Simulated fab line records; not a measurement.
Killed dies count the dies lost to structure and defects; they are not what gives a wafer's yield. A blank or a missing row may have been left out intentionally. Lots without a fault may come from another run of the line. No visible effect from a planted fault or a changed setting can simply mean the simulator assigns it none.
fab line records	flow nandHarc	part 1 of 2: steps 1 to 27 of 38
record lots=5	wafers=15	lastDay=33
route steps=1302 shown P_ZERO_WELL@32 P_STI@69
lots untouched by any fault: they come from a run of this same line in which no faults occurred
startH: hours from the record's first day to the start of the lot's first wafer shown	waitH: hours elapsed since this lot's preceding step	" repeats the value in the row above	L1.1+2: a row that stands for several wafers	- no value present, or no start provided	* or withheld: withheld	< > ~ a bound
route shown NAME@n: NAME is a module with steps in the file, n the number in the route of the first one	usual: mean and standard deviation over wafers with no fault	same: alike in all rows	chamber/n: place in a boat	sites: per-site readings	_std_site: the values' standard deviation	_edge_site: the outer-site mean with the inner-site mean subtracted	radiusMm: how far each site lies from the wafer's centre	mask NAME#n: copy n	behind: the most recent tool/chamber to have shaped the wafer	hold: cause of the lot's hold/its duration in hours/its outcome	device: whichever transistor did not switch (one of n, p or np)	end of line: the same wafers' tests at the end of the route	a step given without rows: its recipe and nothing more	killed: dies that structure and defects cost at the first sort, which is not the same as the wafer's yield	map: a wafer's dies, marking killed ones x, the rest . and places with no die _
set.NAME: the setting the step ran with; set.NAME@STEP: the setting that earlier step ran with	model.NAME: the simulator's own value behind a step, which no gauge read
certain route steps with their lots: each step a table, each wafer a row
services: the hour from which a tool's chamber was out of use, counted from the record's first day as startH (under 0 if before that day), plus the number of hours and why
## steps
# step NHARC_P_ZERO_WELL_IMPLANT_27
# recipe energyKev=600	doseCm2=1e+13	tiltDeg=7
# usual faradayCurrentUA=127.0/2.7
lot.wafer	tool	chamber	startH	waitH	faradayCurrentUA
L079.1	implanter-01	0	72.89	0.1	129.2
L079.3	"	0	"	"	125.7
L079.6	"	0	"	"	127.9
L083.1	implanter-02	0	112.76	0.1	129.9
L083.2	"	0	"	"	129.8
L083.5	"	0	"	"	127.6
L089.1	implanter-01	0	172.89	0.1	127.5
L089.3	"	0	"	"	126.8
L089.4	"	0	"	"	128.0
L090.3	implanter-02	0	182.86	0.2	128.8
L090.5	"	0	"	"	128.9
L090.6	"	0	"	"	128.1
L096.1	implanter-01	0	242.93	0.1	126.5
L096.4	"	0	"	"	128.8
L096.5	"	0	"	"	128.6
# step NHARC_P_ZERO_WELL_IMPLANT_57
# recipe energyKev=250	doseCm2=4e+12	tiltDeg=7
# usual faradayCurrentUA=50.9/1
lot.wafer	tool	chamber	startH	waitH	faradayCurrentUA
L079.1	implanter-01	0	73.07	0.2	51.7
L079.3	"	0	"	"	49.2
L079.6	"	0	"	"	51.2
L083.1	implanter-02	0	112.94	0.1	52.5
L083.2	"	0	"	"	49.6
L083.5	"	0	"	"	50.7
L089.1	implanter-01	0	173.07	0.2	49.8
L089.3	"	0	"	"	52.4
L089.4	"	0	"	"	48.9
L090.3	implanter-02	0	183.04	0.2	49.7
L090.5	"	0	"	"	50.1
L090.6	"	0	"	"	51.3
L096.1	implanter-01	0	243.11	0.2	50.1
L096.4	"	0	"	"	51.0
L096.5	"	0	"	"	50.1
# step NHARC_P_ZERO_WELL_IMPLANT_58
# recipe energyKev=100	doseCm2=2e+12	tiltDeg=7
# usual faradayCurrentUA=25.4/0.47
lot.wafer	tool	chamber	startH	waitH	faradayCurrentUA
L079.1	implanter-01	0	73.25	0.1	25.5
L079.3	"	0	"	"	25.5
L079.6	"	0	"	"	25.0
L083.1	implanter-02	0	113.11	0.1	25.1
L083.2	"	0	"	"	24.9
L083.5	"	0	"	"	25.3
L089.1	implanter-01	0	173.25	0.2	25.5
L089.3	"	0	"	"	24.8
L089.4	"	0	"	"	26.3
L090.3	implanter-02	0	183.22	0.1	25.6
L090.5	"	0	"	"	25.6
L090.6	"	0	"	"	26.1
L096.1	implanter-01	0	243.30	0.2	25.6
L096.4	"	0	"	"	24.7
L096.5	"	0	"	"	25.4
# step NHARC_P_ZERO_WELL_STRIP_28
# recipe timeS=840	tempC=130	chemistry=SPM
# usual bathGuardTempC=130.4/0.5
lot.wafer	tool	chamber	startH	waitH	bathGuardTempC
L079.3	wetBench-03	1	73.46	0.1	130.5
L079.1	"	4	"	"	131.0
L079.6	"	5	"	"	130.5
L083.5	wetBench-03	6	113.35	0.1	130.6
L083.1	"	0	"	"	129.9
L083.2	"	2	"	"	131.2
L089.4	wetBench-02	1	173.47	0.1	129.9
L089.1	"	2	"	"	129.9
L089.3	"	4	"	"	130.8
L090.5	wetBench-03	5	183.41	0.1	130.5
L090.3	"	6	"	"	130.4
L090.6	"	7	"	"	130.8
L096.1	wetBench-05	6	243.53	0.2	130.4
L096.4	"	7	"	"	130.0
L096.5	"	0	"	"	130.1
# step NHARC_P_ZERO_WELL_DEHYDRATE_29
# recipe tempC=150	timeS=120
# usual exhaustPa=45.0/0.93
lot.wafer	tool	chamber	startH	waitH	exhaustPa
L079.1	lithoTrack-05	0	73.79	-	45.7
L079.3	"	0	"	"	45.3
L079.6	"	0	"	"	44.3
L083.1	lithoTrack-07	0	113.68	-	44.6
L083.2	"	0	"	"	44.0
L083.5	"	0	"	"	43.5
L089.1	lithoTrack-05	0	173.80	-	46.0
L089.3	"	0	"	"	45.8
L089.4	"	0	"	"	43.8
L090.3	lithoTrack-07	0	183.73	-	45.1
L090.5	"	0	"	"	45.2
L090.6	"	0	"	"	45.2
L096.1	lithoTrack-03	0	243.84	-	45.4
L096.4	"	0	"	"	45.7
L096.5	"	0	"	"	45.0
# step NHARC_P_ZERO_WELL_HMDS_30
# recipe timeS=30
# usual exhaustPa=45.0/0.81
lot.wafer	tool	chamber	startH	waitH	exhaustPa
L079.1	lithoTrack-05	0	-	-	44.9
L079.3	"	0	"	"	45.3
L079.6	"	0	"	"	45.4
L083.1	lithoTrack-07	0	-	-	45.1
L083.2	"	0	"	"	43.8
L083.5	"	0	"	"	43.7
L089.1	lithoTrack-05	0	-	-	46.0
L089.3	"	0	"	"	43.6
L089.4	"	0	"	"	45.6
L090.3	lithoTrack-07	0	-	-	44.6
L090.5	"	0	"	"	44.8
L090.6	"	0	"	"	43.7
L096.1	lithoTrack-03	0	-	-	43.8
L096.4	"	0	"	"	44.6
L096.5	"	0	"	"	45.9
# step NHARC_P_ZERO_WELL_COAT_31
# recipe spinRpm=withheld
# usual exhaustPa=45.1/0.86
lot.wafer	tool	chamber	startH	waitH	exhaustPa
L079.1	lithoTrack-05	0	-	-	45.2
L079.3	"	0	"	"	46.9
L079.6	"	0	"	"	44.6
L083.1	lithoTrack-07	0	-	-	44.4
L083.2	"	0	"	"	43.9
L083.5	"	0	"	"	44.0
L089.1	lithoTrack-05	0	-	-	46.5
L089.3	"	0	"	"	45.6
L089.4	"	0	"	"	44.6
L090.3	lithoTrack-07	0	-	-	45.6
L090.5	"	0	"	"	46.2
L090.6	"	0	"	"	45.6
L096.1	lithoTrack-03	0	-	-	42.7
L096.4	"	0	"	"	44.2
L096.5	"	0	"	"	43.6
# step NHARC_P_ZERO_WELL_SOFTBAKE_32
# recipe tempC=122	timeS=95
# usual exhaustPa=44.9/0.93
lot.wafer	tool	chamber	startH	waitH	exhaustPa
L079.1	lithoTrack-05	0	-	-	45.4
L079.3	"	0	"	"	45.7
L079.6	"	0	"	"	44.6
L083.1	lithoTrack-07	0	-	-	45.5
L083.2	"	0	"	"	46.2
L083.5	"	0	"	"	45.2
L089.1	lithoTrack-05	0	-	-	45.5
L089.3	"	0	"	"	46.1
L089.4	"	0	"	"	46.2
L090.3	lithoTrack-07	0	-	-	44.2
L090.5	"	0	"	"	44.3
L090.6	"	0	"	"	44.3
L096.1	lithoTrack-03	0	-	-	45.4
L096.4	"	0	"	"	43.9
L096.5	"	0	"	"	45.1
# step NHARC_P_ZERO_WELL_EBR_33
# usual exhaustPa=45.0/0.96
lot.wafer	tool	chamber	startH	waitH	exhaustPa
L079.1	lithoTrack-05	0	-	-	45.3
L079.3	"	0	"	"	44.2
L079.6	"	0	"	"	44.6
L083.1	lithoTrack-07	0	-	-	45.7
L083.2	"	0	"	"	45.5
L083.5	"	0	"	"	44.9
L089.1	lithoTrack-05	0	-	-	44.9
L089.3	"	0	"	"	44.3
L089.4	"	0	"	"	44.2
L090.3	lithoTrack-07	0	-	-	45.3
L090.5	"	0	"	"	46.2
L090.6	"	0	"	"	45.2
L096.1	lithoTrack-03	0	-	-	45.1
L096.4	"	0	"	"	46.1
L096.5	"	0	"	"	43.0
# step NHARC_P_ZERO_WELL_EXPOSE_34
# recipe na=0.6	targetCdNm=720	doseMj=22.31	maskId=P_PWELL
lot.wafer	tool	chamber	startH	waitH	mask
L079.1+3+6	krfScanner-04	0	73.93	-	P_PWELL#0
L083.1+2+5	krfScanner-02	0	113.95	-	P_PWELL#0
L089.1+3+4	krfScanner-04	0	173.94	-	P_PWELL#0
L090.3+5+6	krfScanner-02	0	184.01	-	P_PWELL#0
L096.1+4+5	krfScanner-04	0	243.98	-	P_PWELL#0
# step NHARC_P_ZERO_WELL_PEB_35
# recipe pebTempC=118	pebTimeS=85
# usual exhaustPa=44.7/0.96
lot.wafer	tool	chamber	startH	waitH	exhaustPa
L079.1	lithoTrack-03	0	74.00	0.1	44.2
L079.3	"	0	"	"	43.8
L079.6	"	0	"	"	44.3
L083.1	lithoTrack-03	0	114.02	0.1	44.5
L083.2	"	0	"	"	44.3
L083.5	"	0	"	"	43.4
L089.1	lithoTrack-07	0	174.01	0.1	45.0
L089.3	"	0	"	"	45.7
L089.4	"	0	"	"	45.6
L090.3	lithoTrack-03	0	184.07	0.1	45.7
L090.5	"	0	"	"	44.2
L090.6	"	0	"	"	43.0
L096.1	lithoTrack-07	0	244.05	0.1	42.9
L096.4	"	0	"	"	44.2
L096.5	"	0	"	"	43.1
# step NHARC_P_ZERO_WELL_DEVELOP_36
# recipe timeS=70
# usual exhaustPa=45.0/0.95
lot.wafer	tool	chamber	startH	waitH	exhaustPa
L079.1	lithoTrack-03	0	-	-	43.9
L079.3	"	0	"	"	44.3
L079.6	"	0	"	"	43.5
L083.1	lithoTrack-03	0	-	-	47.8
L083.2	"	0	"	"	47.3
L083.5	"	0	"	"	46.1
L089.1	lithoTrack-07	0	-	-	43.3
L089.3	"	0	"	"	43.6
L089.4	"	0	"	"	44.5
L090.3	lithoTrack-03	0	-	-	43.8
L090.5	"	0	"	"	45.0
L090.6	"	0	"	"	44.2
L096.1	lithoTrack-07	0	-	-	45.4
L096.4	"	0	"	"	43.8
L096.5	"	0	"	"	43.8
# step NHARC_P_ZERO_WELL_CD_MEAS_37
# recipe targetCdNm=720	landingEnergyEv=500
# usual cdNm=721.0/2.1
lot.wafer	tool	chamber	startH	waitH	cdNm
L079.1	cdSem-01	0	74.09	-	719.5
L079.3	"	0	"	"	720.3
L079.6	"	0	"	"	721.9
L083.1	cdSem-02	0	114.11	-	720.6
L083.2	"	0	"	"	720.3
L083.5	"	0	"	"	719.4
L089.1	cdSem-03	0	174.10	-	720.2
L089.3	"	0	"	"	721.8
L089.4	"	0	"	"	722.1
L090.3	cdSem-03	0	184.17	-	718.8
L090.5	"	0	"	"	717.9
L090.6	"	0	"	"	720.7
L096.1	cdSem-02	0	244.14	-	722.9
L096.4	"	0	"	"	724.3
L096.5	"	0	"	"	724.5
# step NHARC_P_ZERO_WELL_HARDBAKE_38
# recipe tempC=125	timeS=80
# usual exhaustPa=45.1/0.76
lot.wafer	tool	chamber	startH	waitH	exhaustPa
L079.1	lithoTrack-05	0	74.17	-	45.9
L079.3	"	0	"	"	45.4
L079.6	"	0	"	"	46.4
L083.1	lithoTrack-05	0	114.19	-	44.3
L083.2	"	0	"	"	44.1
L083.5	"	0	"	"	45.0
L089.1	lithoTrack-05	0	174.18	-	45.9
L089.3	"	0	"	"	44.1
L089.4	"	0	"	"	43.8
L090.3	lithoTrack-05	0	184.25	-	46.1
L090.5	"	0	"	"	44.9
L090.6	"	0	"	"	46.3
L096.1	lithoTrack-05	0	244.22	-	44.7
L096.4	"	0	"	"	45.1
L096.5	"	0	"	"	44.2
# step NHARC_P_ZERO_WELL_DESCUM_39
# recipe timeS=3	o2FlowSccm=200	arFlowSccm=0	biasPowerW=0	chemistry=O2
# usual drypumpMotorCurrentA=6.0/0.33	mfcArSccm=0.015/0.014	oesProductAu=1.000/0.013	rfVppV=57.5/0.81	showerheadPlenumPTorr=1.87/0.07	throttleValvePct=11.311/0.0089
lot.wafer	tool	chamber	startH	waitH	drypumpMotorCurrentA	mfcArSccm	oesProductAu	rfHoursCounterH	rfVppV	showerheadPlenumPTorr	throttleValvePct
L079.3	rieDiel-02	3	74.25	-	5.5	0.001	0.987	6	59.3	1.88	11.312
L079.1	"	0	"	"	6.1	0.016	0.989	4	56.2	1.77	11.321
L079.6	"	3	"	"	5.5	0.001	0.988	-	57.0	1.88	11.320
L083.2	rieDiel-09	0	114.27	-	6.0	0.015	1.007	54	57.6	1.92	11.312
L083.1	"	1	"	"	6.2	0.039	0.988	53	57.2	1.89	11.299
L083.5	"	1	"	"	6.2	0.039	0.993	-	58.2	1.89	11.313
L089.3	rieDiel-02	2	174.67	-	6.4	0	1.003	43	57.8	1.77	11.313
L089.1	"	0	"	"	6.1	0.016	0.995	36	57.2	1.76	11.311
L089.4	"	1	"	"	5.8	0.026	1.010	26	57.0	1.99	11.304
L090.3	rieDiel-09	1	184.34	-	6.2	0.039	1.003	11	57.5	1.89	11.318
L090.5	"	3	"	"	5.8	0.035	1.006	-	56.9	1.93	11.308
L090.6	"	0	"	"	6.1	0.015	1.034	-	57.2	1.91	11.303
L096.1	rieDiel-09	0	244.31	-	6.0	0.015	1.029	27	56.4	1.91	11.306
L096.4	"	1	"	"	6.2	0.039	0.993	30	58.5	1.88	11.303
L096.5	"	3	"	"	5.9	0.035	0.994	-	56.7	1.93	11.306
# step NHARC_P_ZERO_WELL_IMPLANT_40
# recipe energyKev=300	doseCm2=1e+13	tiltDeg=7
# usual faradayCurrentUA=126.7/2.3
lot.wafer	tool	chamber	startH	waitH	faradayCurrentUA
L079.1	implanter-02	0	74.42	0.1	126.4
L079.3	"	0	"	"	128.6
L079.6	"	0	"	"	127.3
L083.1	implanter-01	0	114.42	0.1	126.0
L083.2	"	0	"	"	126.9
L083.5	"	0	"	"	126.0
L089.1	implanter-01	0	174.82	0.1	124.5
L089.3	"	0	"	"	127.4
L089.4	"	0	"	"	127.5
L090.3	implanter-01	0	184.53	0.2	126.9
L090.5	"	0	"	"	128.9
L090.6	"	0	"	"	125.6
L096.1	implanter-02	0	244.45	0.1	128.0
L096.4	"	0	"	"	125.5
L096.5	"	0	"	"	122.6
# step NHARC_P_ZERO_WELL_IMPLANT_59
# recipe energyKev=120	doseCm2=5e+12	tiltDeg=7
# usual faradayCurrentUA=63.5/1.2
lot.wafer	tool	chamber	startH	waitH	faradayCurrentUA
L079.1	implanter-02	0	74.60	0.1	63.7
L079.3	"	0	"	"	62.6
L079.6	"	0	"	"	62.9
L083.1	implanter-01	0	114.60	0.1	63.7
L083.2	"	0	"	"	61.6
L083.5	"	0	"	"	62.1
L089.1	implanter-01	0	175.00	0.1	62.6
L089.3	"	0	"	"	63.3
L089.4	"	0	"	"	64.3
L090.3	implanter-01	0	184.71	0.2	65.0
L090.5	"	0	"	"	64.0
L090.6	"	0	"	"	63.0
L096.1	implanter-02	0	244.63	0.1	64.9
L096.4	"	0	"	"	62.9
L096.5	"	0	"	"	64.9
# step NHARC_P_ZERO_WELL_IMPLANT_60
# recipe energyKev=30	doseCm2=2e+12	tiltDeg=7
# usual faradayCurrentUA=25.4/0.49
lot.wafer	tool	chamber	startH	waitH	faradayCurrentUA
L079.1	implanter-02	0	74.78	0.2	25.9
L079.3	"	0	"	"	25.5
L079.6	"	0	"	"	25.9
L083.1	implanter-01	0	114.78	0.2	25.5
L083.2	"	0	"	"	25.2
L083.5	"	0	"	"	25.3
L089.1	implanter-01	0	175.18	0.2	25.4
L089.3	"	0	"	"	25.0
L089.4	"	0	"	"	25.4
L090.3	implanter-01	0	184.89	0.2	26.0
L090.5	"	0	"	"	24.7
L090.6	"	0	"	"	25.0
L096.1	implanter-02	0	244.81	0.2	25.3
L096.4	"	0	"	"	25.4
L096.5	"	0	"	"	25.3
# step NHARC_P_ZERO_WELL_STRIP_41
# recipe timeS=840	tempC=130	chemistry=SPM
# usual bathGuardTempC=130.4/0.6
lot.wafer	tool	chamber	startH	waitH	bathGuardTempC
L079.3	wetBench-05	0	75.00	0.1	129.4
L079.6	"	2	"	"	130.5
L079.1	"	3	"	"	129.7
L083.5	wetBench-05	4	114.99	0.1	129.4
L083.2	"	5	"	"	129.9
L083.1	"	1	"	"	129.3
L089.1	wetBench-02	2	175.39	0.2	129.2
L089.4	"	3	"	"	131.3
L089.3	"	4	"	"	130.8
L090.3	wetBench-02	6	185.06	0.1	131.2
L090.5	"	0	"	"	130.6
L090.6	"	1	"	"	130.4
L096.5	wetBench-03	3	245.02	0.1	130.5
L096.4	"	6	"	"	130.3
L096.1	"	0	"	"	129.7
# step NHARC_P_ZERO_WELL_DEHYDRATE_44
# recipe tempC=150	timeS=120
# usual exhaustPa=44.9/0.92
lot.wafer	tool	chamber	startH	waitH	exhaustPa
L079.1	lithoTrack-05	0	75.33	-	44.3
L079.3	"	0	"	"	45.2
L079.6	"	0	"	"	45.0
L083.1	lithoTrack-03	0	115.33	-	44.7
L083.2	"	0	"	"	45.2
L083.5	"	0	"	"	44.3
L089.1	lithoTrack-07	0	175.72	-	44.7
L089.3	"	0	"	"	45.1
L089.4	"	0	"	"	44.5
L090.3	lithoTrack-03	0	185.37	-	44.9
L090.5	"	0	"	"	45.2
L090.6	"	0	"	"	43.0
L096.1	lithoTrack-07	0	245.35	-	46.6
L096.4	"	0	"	"	46.5
L096.5	"	0	"	"	46.1
# step NHARC_P_ZERO_WELL_HMDS_45
# recipe timeS=30
# usual exhaustPa=45.1/1
lot.wafer	tool	chamber	startH	waitH	exhaustPa
L079.1	lithoTrack-05	0	-	-	45.3
L079.3	"	0	"	"	45.7
L079.6	"	0	"	"	43.9
L083.1	lithoTrack-03	0	-	-	45.0
L083.2	"	0	"	"	44.7
L083.5	"	0	"	"	44.3
L089.1	lithoTrack-07	0	-	-	44.9
L089.3	"	0	"	"	42.8
L089.4	"	0	"	"	45.6
L090.3	lithoTrack-03	0	-	-	46.0
L090.5	"	0	"	"	46.4
L090.6	"	0	"	"	45.4
L096.1	lithoTrack-07	0	-	-	44.6
L096.4	"	0	"	"	45.2
L096.5	"	0	"	"	44.9
# step NHARC_P_ZERO_WELL_COAT_46
# recipe spinRpm=withheld
# usual exhaustPa=45.2/0.88
lot.wafer	tool	chamber	startH	waitH	exhaustPa
L079.1	lithoTrack-05	0	-	-	45.6
L079.3	"	0	"	"	44.4
L079.6	"	0	"	"	45.1
L083.1	lithoTrack-03	0	-	-	45.7
L083.2	"	0	"	"	44.6
L083.5	"	0	"	"	45.2
L089.1	lithoTrack-07	0	-	-	45.7
L089.3	"	0	"	"	45.4
L089.4	"	0	"	"	47.2
L090.3	lithoTrack-03	0	-	-	45.5
L090.5	"	0	"	"	46.7
L090.6	"	0	"	"	46.4
L096.1	lithoTrack-07	0	-	-	44.9
L096.4	"	0	"	"	44.5
L096.5	"	0	"	"	45.4
# step NHARC_P_ZERO_WELL_SOFTBAKE_47
# recipe tempC=122	timeS=95
# usual exhaustPa=45.1/1.1
lot.wafer	tool	chamber	startH	waitH	exhaustPa
L079.1	lithoTrack-05	0	-	-	45.6
L079.3	"	0	"	"	45.1
L079.6	"	0	"	"	46.3
L083.1	lithoTrack-03	0	-	-	45.5
L083.2	"	0	"	"	45.2
L083.5	"	0	"	"	45.0
L089.1	lithoTrack-07	0	-	-	44.3
L089.3	"	0	"	"	45.0
L089.4	"	0	"	"	46.5
L090.3	lithoTrack-03	0	-	-	48.2
L090.5	"	0	"	"	47.5
L090.6	"	0	"	"	46.5
L096.1	lithoTrack-07	0	-	-	45.0
L096.4	"	0	"	"	44.3
L096.5	"	0	"	"	46.0
# step NHARC_P_ZERO_WELL_EBR_48
# usual exhaustPa=45.0/0.88
lot.wafer	tool	chamber	startH	waitH	exhaustPa
L079.1	lithoTrack-05	0	-	-	45.3
L079.3	"	0	"	"	45.7
L079.6	"	0	"	"	45.2
L083.1	lithoTrack-03	0	-	-	45.4
L083.2	"	0	"	"	44.5
L083.5	"	0	"	"	44.8
L089.1	lithoTrack-07	0	-	-	44.3
L089.3	"	0	"	"	44.6
L089.4	"	0	"	"	45.0
L090.3	lithoTrack-03	0	-	-	46.0
L090.5	"	0	"	"	44.0
L090.6	"	0	"	"	44.6
L096.1	lithoTrack-07	0	-	-	44.2
L096.4	"	0	"	"	43.7
L096.5	"	0	"	"	44.2
# step NHARC_P_ZERO_WELL_EXPOSE_49
# recipe na=0.6	targetCdNm=2000	doseMj=22.64	maskId=P_HVPW
lot.wafer	tool	chamber	startH	waitH	mask
L079.1+3+6	krfScanner-04	0	75.59	-	P_HVPW#0
L083.1+2+5	krfScanner-04	0	115.59	-	P_HVPW#0
L089.1+3+4	krfScanner-04	0	175.99	-	P_HVPW#0
L090.3+5+6	krfScanner-01	0	185.65	-	P_HVPW#0
L096.1+4+5	krfScanner-01	0	245.62	-	P_HVPW#0
# step NHARC_P_ZERO_WELL_PEB_50
# recipe pebTempC=118	pebTimeS=85
# usual exhaustPa=45.0/1
lot.wafer	tool	chamber	startH	waitH	exhaustPa
L079.1	lithoTrack-05	0	75.66	0.1	44.6
L079.3	"	0	"	"	44.5
L079.6	"	0	"	"	42.6
L083.1	lithoTrack-03	0	115.66	0.1	44.2
L083.2	"	0	"	"	45.5
L083.5	"	0	"	"	45.4
L089.1	lithoTrack-05	0	176.06	0.1	44.2
L089.3	"	0	"	"	44.5
L089.4	"	0	"	"	44.9
L090.3	lithoTrack-05	0	185.71	0.1	44.9
L090.5	"	0	"	"	44.9
L090.6	"	0	"	"	45.8
L096.1	lithoTrack-05	0	245.69	0.1	44.9
L096.4	"	0	"	"	44.0
L096.5	"	0	"	"	45.8
# step NHARC_P_ZERO_WELL_DEVELOP_51
# recipe timeS=70
# usual exhaustPa=44.9/0.78
lot.wafer	tool	chamber	startH	waitH	exhaustPa
L079.1	lithoTrack-05	0	-	-	43.9
L079.3	"	0	"	"	45.2
L079.6	"	0	"	"	44.4
L083.1	lithoTrack-03	0	-	-	45.6
L083.2	"	0	"	"	45.0
L083.5	"	0	"	"	44.1
L089.1	lithoTrack-05	0	-	-	43.1
L089.3	"	0	"	"	44.6
L089.4	"	0	"	"	44.3
L090.3	lithoTrack-05	0	-	-	44.8
L090.5	"	0	"	"	44.7
L090.6	"	0	"	"	44.9
L096.1	lithoTrack-05	0	-	-	45.7
L096.4	"	0	"	"	45.9
L096.5	"	0	"	"	44.7
